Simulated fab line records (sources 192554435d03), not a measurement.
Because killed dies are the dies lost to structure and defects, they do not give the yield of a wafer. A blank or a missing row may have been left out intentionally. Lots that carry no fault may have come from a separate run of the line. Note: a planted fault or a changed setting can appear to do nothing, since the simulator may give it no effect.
The tool behind it: which one? ; flow n5-finfet ; 29 wafers from 10 lots sampled at 5 of the route's 1938 steps

## WHAT THE GAUGES READ, wafer by wafer
No reading from a measuring or inspecting step in the record can be judged against a usual standard deviation.

## EACH LOT AND THE TOOL THAT RAN IT (in order: tool; ch and the chambers of the sampled wafers; start)
lot;N5_BEOL_M11_VIA_ETCH_34;N5_BEOL_M11_STRIP_36;N5_BEOL_M11_ALD_74;N5_BEOL_M11_SPUTTER_48;N5_PASSIVATION_PROBE_49
L899;rie-diel-01 ch 0,1,3, day 10 21:00;rie-diel-01 ch 0,1,3, day 10 21:04;ald-metal-03 ch 2,3, day 10 22:23;pvd-sputter-01, day 10 22:56;prober-01, day 12 15:32
L903;rie-diel-05 ch 0,2, day 11 11:02;rie-diel-05 ch 0,2, day 11 11:07;ald-metal-02 ch 0,1, day 11 12:25;pvd-sputter-01, day 11 13:17;prober-01, day 13 02:15
L904;rie-diel-05 ch 2, day 11 17:34;rie-diel-05 ch 2, day 11 17:37;ald-metal-02 ch 1,3, day 11 18:36;pvd-sputter-01, day 11 19:09;prober-01, day 13 07:32
L912;rie-diel-01 ch 1,2, day 13 18:31;rie-diel-01 ch 1,2, day 13 18:35;ald-metal-03 ch 0,1,2, day 13 19:54;pvd-sputter-02, day 13 20:46;prober-01, day 15 09:29
L913;rie-diel-05 ch 1,2, day 14 15:17;rie-diel-05 ch 1,2, day 14 15:20;ald-metal-01 ch 0,1, day 14 16:16;pvd-sputter-01, day 14 17:24;prober-01, day 16 04:32
L914;rie-diel-01 ch 0,2,3, day 14 16:05;rie-diel-01 ch 0,2,3, day 14 16:09;ald-metal-02 ch 1,3, day 14 17:52;pvd-sputter-01, day 14 18:32;prober-01, day 16 12:17
L915;rie-diel-02 ch 1,3, day 14 19:40;rie-diel-02 ch 1,3, day 14 19:44;ald-metal-01 ch 2,3, day 14 20:37;pvd-sputter-02, day 14 22:49;prober-01, day 16 19:25
L917;rie-diel-01 ch 1,2,3, day 15 11:56;rie-diel-01 ch 1,2,3, day 15 12:01;ald-metal-03 ch 1,2,3, day 15 13:59;pvd-sputter-01, day 15 14:46;prober-02, day 17 10:42
L921;rie-diel-05 ch 1,2, day 15 21:55;rie-diel-05 ch 1,2, day 15 21:59;ald-metal-01 ch 1,2,3, day 15 22:57;pvd-sputter-02, day 15 23:43;prober-02, day 17 17:08
L922;rie-diel-02 ch 0,1,2, day 16 01:44;rie-diel-02 ch 0,1,2, day 16 01:47;ald-metal-02 ch 0,1,2, day 16 02:47;pvd-sputter-02, day 16 04:32;prober-01, day 17 22:36
- N5_BEOL_M11_VIA_ETCH_34: etches SiCOH lowk in C4F6/O2, target depth 184.5 nm, time 69.2 s.
- N5_BEOL_M11_STRIP_36: strips in N2/H2.
- N5_BEOL_M11_ALD_74: deposits TaN, target thk 2 nm, pulse time 2 s, purge time 3 s.
- N5_BEOL_M11_SPUTTER_48: material Cu, target thk 12 nm, time 2 s.
- N5_PASSIVATION_PROBE_49

## WHAT THE TOOLS THEMSELVES READ (means of the sampled wafers that have a number; where no wafer has one, the mark that the record gives instead)
N5_BEOL_M11_VIA_ETCH_34. Usual: O2_flow_sccm 10.000 sccm, standard deviation 0.029; drypump-motor-current-A 5.9 A, standard deviation 0.31; oes_f_703_au 0.79 a.u., standard deviation 0.088; oes-product-au 0.78 a.u., standard deviation 0.078; rf-vpp-V 661 V, standard deviation 20; showerhead-plenum-p-Torr 2.84 Torr, standard deviation 0.082; throttle-valve-pct 20.88 %, standard deviation 0.18.
lot;tool;O2_flow_sccm (sccm);drypump-motor-current-A (A);oes_f_703_au (a.u.);oes-product-au (a.u.);rf-vpp-V (V);showerhead-plenum-p-Torr (Torr);throttle-valve-pct (%);flag
L899;rie-diel-01;10.000;6.1;0.79;0.79;665;2.82;20.78;
L903;rie-diel-05;9.993;5.6;0.75;0.77;678;2.79;20.91;
L904;rie-diel-05;9.960;5.7;0.88;0.84;627;2.78;20.74;
L912;rie-diel-01;10.010;6.0;0.78;0.79;667;2.86;20.76;
L913;rie-diel-05;10.022;5.6;0.82;0.80;637;2.74;20.86;
L914;rie-diel-01;10.026;5.9;0.80;0.79;666;2.83;20.82;
L915;rie-diel-02;9.985;6.3;0.84;0.81;642;2.87;21.16;
L917;rie-diel-01;9.965;5.9;0.76;0.75;665;2.81;20.88;
L921;rie-diel-05;9.990;5.6;0.79;0.77;647;2.71;20.94;
L922;rie-diel-02;9.988;6.1;0.76;0.75;649;2.90;20.89;

N5_BEOL_M11_STRIP_36. Usual: drypump-motor-current-A 5.9 A, standard deviation 0.31; h2-flow-sccm 200.0 sccm, standard deviation 0.58; oes-product-au 0.78 a.u., standard deviation 0.078; rf-vpp-V 59.1 V, standard deviation 1.9; showerhead-plenum-p-Torr 2.55 Torr, standard deviation 0.082; throttle-valve-pct 23.77 %, standard deviation 0.26.
lot;tool;drypump-motor-current-A (A);h2-flow-sccm (sccm);oes-product-au (a.u.);rf-vpp-V (V);showerhead-plenum-p-Torr (Torr);throttle-valve-pct (%);flag
L899;rie-diel-01;6.1;200.0;0.80;60.0;2.52;23.49;
L903;rie-diel-05;5.6;200.1;0.79;58.3;2.50;23.85;
L904;rie-diel-05;5.7;198.7;0.84;58.8;2.46;23.82;
L912;rie-diel-01;6.0;199.8;0.78;58.6;2.54;23.45;
L913;rie-diel-05;5.6;200.1;0.80;57.3;2.46;24.02;
L914;rie-diel-01;5.9;200.1;0.81;58.7;2.52;23.62;
L915;rie-diel-02;6.2;199.7;0.81;59.0;2.55;23.57;
L917;rie-diel-01;5.9;199.9;0.76;59.4;2.50;23.57;
L921;rie-diel-05;5.6;199.5;0.76;59.8;2.45;24.14;
L922;rie-diel-02;6.1;199.7;0.74;60.7;2.62;23.95;

N5_BEOL_M11_ALD_74. Usual: heater-power-w 412 W, standard deviation 37; precursor-vessel-carrier-sccm 1000 sccm, standard deviation 3.3.
lot;tool;heater-power-w (W);precursor-vessel-carrier-sccm (sccm);flag
L899;ald-metal-03;432;997;
L903;ald-metal-02;363;1003;
L904;ald-metal-02;376;1002;
L912;ald-metal-03;394;998;
L913;ald-metal-01;454;1001;
L914;ald-metal-02;377;1000;
L915;ald-metal-01;422;1001;
L917;ald-metal-03;405;998;
L921;ald-metal-01;425;1003;
L922;ald-metal-02;363;1000;

N5_BEOL_M11_SPUTTER_48. Usual: cathode-dc-power-W 26001 W, standard deviation 4.7; throttle-valve-pct 30.0 %, standard deviation 1.
lot;tool;cathode-dc-power-W (W);throttle-valve-pct (%);flag
L899;pvd-sputter-01;26001;30.3;
L903;pvd-sputter-01;26000;29.3;
L904;pvd-sputter-01;25998;30.5;
L912;pvd-sputter-02;26002;30.4;
L913;pvd-sputter-01;25998;30.3;
L914;pvd-sputter-01;23898;30.4;OFF
L915;pvd-sputter-02;25999;30.5;
L917;pvd-sputter-01;24954;30.4;OFF
L921;pvd-sputter-02;26003;30.3;
L922;pvd-sputter-02;26001;30.4;

N5_PASSIVATION_PROBE_49. Usual: defect-limited-yield 91.2 %, standard deviation 1.5; killed_at_M0_to_M3 31, standard deviation 10; killed_at_M4_up 15, standard deviation 5.9; killed-at-contacts 13, standard deviation 6; killed-at-front-end 41, standard deviation 11; killed-at-other 4, standard deviation 3.1; killed-dies 104, standard deviation 18; killed-open 68, standard deviation 13; killed-short 33, standard deviation 8.1; sort_bin_4_leakage 0.00 %, standard deviation 0.03; sort_bin_5_function 5.1 %, standard deviation 1.1; sort_bin_6_memory 3.2 %, standard deviation 0.69; sort_bin_8_speed 0.01 %, standard deviation 0.045; sort-n-pass 1076, standard deviation 18; sort-yield-pct 91.2 %, standard deviation 1.5.
lot;tool;defect-limited-yield (%);killed_at_M0_to_M3;killed_at_M4_up;killed-at-contacts;killed-at-front-end;killed-at-other;killed-dies;killed-open;killed-short;sort_bin_4_leakage (%);sort_bin_5_function (%);sort_bin_6_memory (%);sort_bin_8_speed (%);sort-n-pass;sort-yield-pct (%);flag
L899;prober-01;91.7;26;9;18;42;3;98;61;36;0.00;4.8;3.4;0.00;1082;91.7;
L903;prober-01;91.2;25;17;16;44;3;104;69;32;0.00;4.9;3.5;0.00;1076;91.2;
L904;prober-01;89.5;42;16;16;42;8;124;86;38;0.00;6.3;3.8;0.00;1056;89.5;
L912;prober-01;91.3;30;17;9;39;7;102;69;32;0.00;5.1;3.3;0.00;1078;91.3;
L913;prober-01;92.2;28;10;16;37;1;92;63;28;0.00;4.6;2.9;0.00;1088;92.2;
L914;prober-01;92.1;36;12;10;31;4;93;59;31;0.00;4.4;3.0;0.00;1087;92.1;
L915;prober-01;91.6;32;15;13;35;4;99;72;23;0.06;4.8;3.1;0.00;1080;91.5;
L917;prober-02;90.7;22;23;11;49;5;110;72;37;0.00;5.4;3.4;0.00;1070;90.7;
L921;prober-02;89.9;43;8;14;51;4;119;74;43;0.00;5.8;3.7;0.00;1061;89.9;
L922;prober-01;92.1;20;15;13;44;1;93;62;25;0.06;4.7;2.8;0.03;1086;92.0;

## THE ANSWER, worked out from the rows above alone
Rule: take the mean of a lot's wafers that have a number; if it is more than 3 standard deviations from the usual mean, the lot is off. A lot without any number at a reading at which 4 lots or more have one is off too. Any other lot the step has rows for is counted as sound. The gauges are gone through in route order, then the tools' own readings, and for those a lot's mean is taken as printed above. At the first step where some lot is off, the reading lying furthest off is the one used; lots without a number count as furthest.
Off: L914, L917 (N5_BEOL_M11_SPUTTER_48, cathode-dc-power-W).
A tool fits if, at that step or a process step before it, it ran every lot that is off, and no sound lot after the first of them. 2 tools fit, rie-diel-01 at N5_BEOL_M11_VIA_ETCH_34 and N5_BEOL_M11_STRIP_36 and pvd-sputter-01 at N5_BEOL_M11_SPUTTER_48, so this cannot tell which one it is.

## WHAT HAD BEEN PUT IN BY THE SIMULATOR
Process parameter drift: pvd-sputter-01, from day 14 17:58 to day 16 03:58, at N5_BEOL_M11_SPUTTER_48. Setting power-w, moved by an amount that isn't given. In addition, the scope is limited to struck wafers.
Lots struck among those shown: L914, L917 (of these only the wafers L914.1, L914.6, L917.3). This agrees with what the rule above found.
